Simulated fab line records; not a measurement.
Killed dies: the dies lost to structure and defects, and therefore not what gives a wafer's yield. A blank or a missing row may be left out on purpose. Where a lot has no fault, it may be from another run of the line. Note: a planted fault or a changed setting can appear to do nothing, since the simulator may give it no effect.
Which of the tools did it? ; flow n5-finfet ; 11 lots, 33 wafers sampled, at 5 steps of a route of 1938

## WHAT EACH GAUGE READ, for each wafer
N5_BEOL_M6_THK_MEAS_53: measures by xrf. Usual: M6_THK typically reads 78.3 nm, with standard deviation 1.9.
lot;measured;on;M6_THK (nm);flag
L522;day 9 11:38;film-metro-01;76.7 75.1 78.2;
L525;day 10 02:29;film-metro-01;79.7 80.1 78.7;
L523;day 10 04:58;film-metro-01;79.4 80.9 77.3;
L527;day 11 00:11;film-metro-01;74.2 79.5 74.6;
L528;day 11 05:10;film-metro-02;79.6 79.0 80.4;
L533;day 12 08:29;film-metro-01;78.1 80.7 78.5;
L538;day 13 13:40;film-metro-02;79.3 78.7 77.1;
L539;day 13 19:36;film-metro-02;80.7 78.1 77.9;
L540;day 13 21:03;film-metro-01;75.0 77.4 78.0;
L541;day 14 14:34;film-metro-01;74.8 77.9 77.6;
L542;day 14 15:08;film-metro-02;79.8 81.4 80.9;

N5_BEOL_M7_THK_MEAS_01. Usual: M7_ILD_THK typically reads 154.9 nm, with standard deviation 1.9.
lot;measured;on;M7_ILD_THK (nm);flag
L522;day 9 13:05;film-metro-02;151.3 152.4 156.4;
L525;day 10 03:15;film-metro-01;155.5 156.6 157.6;
L523;day 10 05:46;film-metro-01;154.8 155.2 156.4;
L527;day 11 01:01;film-metro-02;155.0 152.0 161.5;
L528;day 11 05:58;film-metro-02;154.2 164.1 157.4;
L533;day 12 09:15;film-metro-01;152.2 151.9 154.8;
L538;day 13 15:11;film-metro-02;155.0 153.1 159.1;
L539;day 13 20:23;film-metro-02;151.1 156.4 155.2;
L540;day 13 21:49;film-metro-01;152.9 152.9 155.0;
L541;day 14 15:31;film-metro-01;154.2 154.4 156.6;
L542;day 14 15:59;film-metro-01;153.2 155.6 156.3;

## WHAT TOOL EACH LOT RAN ON (gives the tool, then ch and the chambers of the sampled wafers, and finally the start)
lot;N5_BEOL_M6_CURE_75;N5_BEOL_M6_SPUTTER_48;N5_BEOL_M7_ILD_DEP_00
L522;uv-cure-03 ch 1, day 9 09:13;pvd-sputter-02, day 9 10:50;pecvd-01 ch 0,1, day 9 12:09
L525;uv-cure-03 ch 0, day 9 20:34;pvd-sputter-01, day 10 01:30;pecvd-02 ch 0,1,2, day 10 02:40
L523;uv-cure-01 ch 2, day 10 03:16;pvd-sputter-03, day 10 04:10;pecvd-01 ch 0,1, day 10 05:11
L527;uv-cure-02 ch 2, day 10 21:54;pvd-sputter-01, day 10 22:55;pecvd-02 ch 0,2, day 11 00:22
L528;uv-cure-02 ch 0, day 11 03:10;pvd-sputter-03, day 11 04:21;pecvd-02 ch 0,1,2, day 11 05:24
L533;uv-cure-03 ch 2, day 12 05:15;pvd-sputter-03, day 12 06:32;pecvd-01 ch 0,1,2, day 12 08:40
L538;uv-cure-03 ch 1, day 13 11:03;pvd-sputter-02, day 13 12:33;pecvd-03 ch 0,1, day 13 13:52
L539;uv-cure-01 ch 2, day 13 17:50;pvd-sputter-03, day 13 18:48;pecvd-01 ch 0,1,2, day 13 19:48
L540;uv-cure-03 ch 2, day 13 18:29;pvd-sputter-02, day 13 20:15;pecvd-01 ch 0,1, day 13 21:15
L541;uv-cure-02 ch 0, day 14 12:14;pvd-sputter-02, day 14 13:32;pecvd-01 ch 0,1, day 14 14:45
L542;uv-cure-03 ch 2, day 14 12:43;pvd-sputter-02, day 14 13:50;pecvd-01 ch 1,2, day 14 15:19
- N5_BEOL_M6_CURE_75: cures SiCOH lowk, time 120 s.
- N5_BEOL_M6_SPUTTER_48: material Cu, target thk 10 nm, time 1.667 s.
- N5_BEOL_M7_ILD_DEP_00: deposits SiCOH lowk from DEMS/porogen, target thk 179.75 nm, time 33.4 s.

## AS READ BY THE TOOLS THEMSELVES (means over the sampled wafers that have a number; for cases with no such wafer, the mark the record gives instead)
N5_BEOL_M6_CURE_75. Usual: lamp-power-pct 52.31 %, standard deviation 0.053; wafer_temp_C_max 371.3, standard deviation 0.42.
lot;tool;lamp-power-pct (%);wafer_temp_C_max;flag
L522;uv-cure-03;52.32;371.1;
L525;uv-cure-03;52.32;372.2;
L523;uv-cure-01;52.29;371.2;
L527;uv-cure-02;52.31;371.5;
L528;uv-cure-02;52.28;371.1;
L533;uv-cure-03;52.34;371.0;
L538;uv-cure-03;52.30;371.3;
L539;uv-cure-01;52.29;371.4;
L540;uv-cure-03;52.29;371.2;
L541;uv-cure-02;52.32;371.3;
L542;uv-cure-03;52.34;370.9;

N5_BEOL_M6_SPUTTER_48. Usual: throttle-valve-pct at 30.0 %, with a standard deviation of 0.86.
lot;tool;throttle-valve-pct (%);flag
L522;pvd-sputter-02;28.8;
L525;pvd-sputter-01;29.8;
L523;pvd-sputter-03;30.5;
L527;pvd-sputter-01;30.1;
L528;pvd-sputter-03;30.3;
L533;pvd-sputter-03;30.5;
L538;pvd-sputter-02;29.1;
L539;pvd-sputter-03;30.1;
L540;pvd-sputter-02;29.2;
L541;pvd-sputter-02;28.9;
L542;pvd-sputter-02;28.8;

N5_BEOL_M7_ILD_DEP_00. Usual: heater-power-w 292 W, standard deviation 54; rf-fwd-power-W 495.7 W, standard deviation 1.9; showerhead-plenum-p-Torr 5.743 Torr, standard deviation 0.0089; throttle-valve-pct 13.9 %, standard deviation 0.94.
lot;tool;heater-power-w (W);rf-fwd-power-W (W);showerhead-plenum-p-Torr (Torr);throttle-valve-pct (%);flag
L522;pecvd-01;268;493.6;5.740;14.7;
L525;pecvd-02;313;495.5;5.755;13.5;
L523;pecvd-01;270;495.9;5.742;14.5;
L527;pecvd-02;261;496.9;5.749;13.4;
L528;pecvd-02;311;497.2;5.747;13.5;
L533;pecvd-01;301;498.0;5.739;13.6;
L538;pecvd-03;241;495.0;5.751;15.1;
L539;pecvd-01;310;495.4;5.743;13.7;
L540;pecvd-01;267;498.4;5.738;14.4;
L541;pecvd-01;280;497.0;5.737;14.6;
L542;pecvd-01;251;495.1;5.729;13.7;

## THE ANSWER, worked out from the rows above alone
Rule: take the mean of a lot's wafers that have a number; if it is more than 3 standard deviations from the usual mean, the lot is off. A lot without any number at a reading at which 4 lots or more have one is off too. All remaining lots with rows at the step are treated as sound. After the gauges, taken in route order, come the tools' own readings; for these a lot's mean is taken, as printed above. The first step at which some lot is off is used, and at that step the reading that is off furthest; a lot without a number counts as furthest.
None of the lots is off at any reading shown; this tells nothing.

## WHAT THE SIMULATOR HAD INSERTED
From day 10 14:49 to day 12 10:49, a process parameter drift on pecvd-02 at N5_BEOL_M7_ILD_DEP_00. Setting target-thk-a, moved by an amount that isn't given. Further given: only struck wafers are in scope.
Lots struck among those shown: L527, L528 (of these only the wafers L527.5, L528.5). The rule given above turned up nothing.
